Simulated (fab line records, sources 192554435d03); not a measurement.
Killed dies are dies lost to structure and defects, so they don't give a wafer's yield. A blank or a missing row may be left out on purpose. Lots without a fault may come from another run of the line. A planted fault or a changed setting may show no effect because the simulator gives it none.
Problem report in the 8D (eight disciplines) form, filled by code | flow n5_finfet | the parts of the form that need people (team, actions taken, sign-off) are left out

1. THE PROBLEM
oes_product_au at N5_FIN_SAQP_ETCH_65 reads a mean of 1.317 a.u. on 3 wafers of 2 lots; wafers without a fault read 1.008 a.u. with a standard deviation of 0.02. That is +15 standard deviations from the usual mean.
The step: etches SiO2 in CF4, target depth 4 nm, time 4.4 s.
First seen on wafer L840.3, day 6 13:38, on rie_si-04. The record holds 18 wafers of 6 lots with a number at this step. Rule for "out", or "out of limits": more than 4 standard deviations from the usual mean. The other wafers with a number count as sound.

2. WHAT IT IS AND WHAT IT IS NOT
question                    | is                     | is not
which readings at this step | oes_product_au         | drypump_motor_current_A
which lots                  | L840, L841             | L827, L828, L842, L843
which wafers of those lots  | L840.3, L841.2, L841.6 | L840.4, L840.5, L841.5
read on which tools         | rie_si-04              | rie_si-02, rie_si-06
when                        | from day 6 13:38       | up to then (8 sound wafers); but 7 sound wafers of L841, L842, L843 came after

3. SUSPECTS, AND WHAT RULES EACH OUT
Counting: a tool at a process step up to the reading stays a suspect if it ran every lot that is out. Sound lots after the first of them don't rule it out here, since some wafers of a struck lot are sound.
- rie_diel-05 at N5_FIN_SAQP_HM_OPEN_73 (chemistry CHF3/O2, target SiO2, stops on a-Si, target depth 12 nm, time 16.8 s): kept. It ran every lot that is out, first L840 (day 6 11:08); its last sound lot up to then is L827 (day 3 03:55).
- rie_diel-05 at N5_FIN_SAQP_ETCH_57 (etches SiNx in CH3F/O2, target depth 32.5 nm, time 46.4 s): kept. It ran every lot that is out, first L840 (day 6 13:32); its last sound lot up to then is L828 (day 3 12:06).
- rie_si-04 at N5_FIN_SAQP_ETCH_65 (etches SiO2 in CF4, target depth 4 nm, time 4.4 s): kept. It ran every lot that is out, first L840 (day 6 13:38); its last sound lot up to then is L827 (day 3 06:19). Its own readings are out on those wafers: oes_product_au.
Left after counting: rie_diel-05 at N5_FIN_SAQP_HM_OPEN_73, rie_diel-05 at N5_FIN_SAQP_ETCH_57, rie_si-04 at N5_FIN_SAQP_ETCH_65.

4. THE CAUSE (what the simulator had put in)
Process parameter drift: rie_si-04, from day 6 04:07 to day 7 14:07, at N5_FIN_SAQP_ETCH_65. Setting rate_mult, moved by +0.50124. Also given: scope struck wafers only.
Counting left 3 suspects, and this tool is among them.

5. THE CHAIN OF EFFECTS, in route order
Each row: a reading whose mean over the struck wafers that have a number lies more than 3 standard deviations from the usual. Only readings for which the record gives a usual standard deviation are gone through. hours: the time from each lot's start at the first step in this table that gives one to its start at this step, as a median over the lots. sigmas: the change in usual standard deviations.
hours | step                | reading        | usual      | on struck wafers | change | sigmas
0     | N5_FIN_SAQP_ETCH_65 | oes_product_au | 1.008 a.u. | 1.317            | +0.309 | +15
The process steps in it:
- N5_FIN_SAQP_ETCH_65: etches SiO2 in CF4, target depth 4 nm, time 4.4 s.

6. WHAT WOULD HAVE CAUGHT IT SOONER
In this record the first reading out of limits was taken at day 6 13:38, 10 hours after the fault began at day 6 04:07.
